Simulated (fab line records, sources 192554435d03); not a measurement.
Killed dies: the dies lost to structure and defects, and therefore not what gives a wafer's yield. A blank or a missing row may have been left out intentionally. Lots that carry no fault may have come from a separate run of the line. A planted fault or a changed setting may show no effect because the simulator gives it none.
Lot-split experiment + flow n5-finfet + on a route of 1938 steps: 7 lots, 21 wafers read

THE SPLIT ITSELF
At N5_BEOL_M10_TRENCH_ETCH_37 (etches SiCOH lowk in C4F6/O2, target depth 148.83 nm, time 48 s), the setting bias-w was moved away from the recipe's 185 W on 9 of the 21 wafers read, by -16.3% to +10.4%. For the rest of the wafers, this setting stayed at what the recipe calls for.

The split's own step is where the reading is taken.

THE READING
rf-vpp-V, in V, at N5_BEOL_M10_TRENCH_ETCH_37 (etches SiCOH lowk in C4F6/O2, target depth 148.83 nm, time 48 s). A value of 664 V with a standard deviation of 11 V is what fault-free wafers of this fab line usually give.

| wafer  | tool, chamber at the split | bias-w as run, W | against the recipe | rf-vpp-V, V | against lot-mates on the recipe |
|--------|----------------------------|------------------|--------------------|-------------|---------------------------------|
| L074.3 | rie-diel-04, 3             | 175.3            | -5.2%              | 654         | -21                             |
| L074.4 | rie-diel-04, 0             | 175.3            | -5.2%              | 648         | -27                             |
| L074.6 | rie-diel-04, 0             | 185              | recipe             | 675         | -                               |
| L075.3 | rie-diel-04, 3             | 154.9            | -16.3%             | 592         | -60                             |
| L075.4 | rie-diel-04, 2             | 185              | recipe             | 652         | -                               |
| L075.6 | rie-diel-04, 0             | 154.9            | -16.3%             | 586         | -66                             |
| L082.2 | rie-diel-03, 0             | 171.9            | -7.1%              | 624         | -32                             |
| L082.3 | rie-diel-03, 1             | 185              | recipe             | 656         | -                               |
| L082.5 | rie-diel-03, 2             | 171.9            | -7.1%              | 628         | -28                             |
| L083.1 | rie-diel-05, 3             | 185              | recipe             | 643         | -                               |
| L083.5 | rie-diel-05, 2             | 185              | recipe             | 666         | -                               |
| L083.6 | rie-diel-05, 1             | 185              | recipe             | 646         | -                               |
| L087.3 | rie-diel-03, 1             | 185              | recipe             | 657         | -                               |
| L087.4 | rie-diel-03, 0             | 185              | recipe             | 661         | -                               |
| L087.6 | rie-diel-03, 2             | 204.2            | +10.4%             | 722         | +63                             |
| L092.4 | rie-diel-03, 3             | 200.2            | +8.2%              | 714         | +52                             |
| L092.5 | rie-diel-03, 1             | 185              | recipe             | 657         | -                               |
| L092.6 | rie-diel-03, 2             | 185              | recipe             | 668         | -                               |
| L091.2 | rie-diel-04, 3             | 185              | recipe             | 682         | -                               |
| L091.4 | rie-diel-04, 1             | 185              | recipe             | 661         | -                               |
| L091.6 | rie-diel-04, 2             | 169.5            | -8.4%              | 607         | -64                             |

THE FIT
A straight line over all 21 wafers: rf-vpp-V changes by +4.92 V for each +1% of bias-w; r = +0.95; the points scatter about the line by 11 V.
The same after taking each lot's own level away (the mean of its wafers on the recipe; 21 wafers): +4.77 V for each +1%; r = +0.95; scatter 10 V.
The reading moves by 78 V for the largest change in bias-w, on that fit.
The lots' own levels span 651.7 to 675.0 V, that is 2.1 times the standard deviation above.
Consequently the slope shifts little with the lot-to-lot level, the two slopes agreeing.
Check: -81.9 V against its lot-mates is what the line predicts for one of the wafers moved furthest among these (-16.3%) when that wafer is left out of the fit. It came out at -60 V against them.
Tool readings at the split's step, against how far the setting was moved: rf-vpp-V r = +0.95.

OTHER SPLITS ON THESE WAFERS
These wafers also went through other splits before the reading. Each is held against what the fit with the lots' levels taken away leaves over:
| other split on the same wafers | wafers away from the commonest value | r with rf-vpp-V (lot level and that fit taken away) |
|--------------------------------|--------------------------------------|-----------------------------------------------------|
| N5_BEOL_M10_COAT_22 spin-rpm   | 10                                   | +0.27                                               |
| N5_BEOL_M10_VIA_ETCH_34 bias-w | 9                                    | +0.23                                               |

THE FILE'S OWN FIT
rf-vpp-V changes by +5.06 V for each +1% of bias-w, r = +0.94.
